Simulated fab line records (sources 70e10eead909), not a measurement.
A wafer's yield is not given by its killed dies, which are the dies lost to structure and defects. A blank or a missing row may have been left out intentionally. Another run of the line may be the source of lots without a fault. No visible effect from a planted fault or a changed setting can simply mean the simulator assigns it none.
Chamber matching -- flow nand-harc -- NHARC_A_ONON_D1_DEP_33 on pecvd-02: 3 sister chambers
The step deposits SiO2, target thk 200 nm. 6 wafers are shown with their chamber, then 9 later ones without.

EACH WAFER AND ITS CHAMBER
wafer,chamber,throttle-valve-pct (%),heater-power-w (W)
L086.1,2,15.6,311
L086.2,0,15.6,610
L086.4,0,15.5,609
L085.1,1,16.8,746
L085.3,2,15.7,393
L085.6,1,17.1,732

WAFERS WITHOUT THEIR CHAMBER
wafer,throttle-valve-pct (%),heater-power-w (W)
L089.2,15.8,511
L089.4,15.6,337
L089.5,16.9,622
L090.2,16.7,585
L090.4,16.9,622
L090.5,15.8,586
L095.2,16.6,710
L095.4,16.9,722
L095.6,15.8,320

CHAMBER TAKEN BY EACH
wafer,from the rows above,in truth
L089.2,can't be placed: 0 or 2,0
L089.4,2,2
L089.5,1,1
L090.2,1,1
L090.4,1,1
L090.5,0,0
L095.2,1,1
L095.4,1,1
L095.6,2,2
8 of 9 placed correctly. Unplaceable from these rows: 1, with the true chamber sitting among the candidates in 1. Wrongly placed: 0.
How it was worked out, from the rows above alone: a wafer's distance from a chamber is the root of the sum, over the readings, of the square of ((its reading less the chamber's mean) divided by the reading's scatter). If the next closest chamber is less than 2 further off than the closest, the wafer can't be placed; otherwise it belongs to the closest. Each chamber's mean is taken over the wafers shown for it. The scatter: the root of (the sum of the squares of (reading less its chamber's mean) over the shown wafers, divided by (wafers less chambers)).
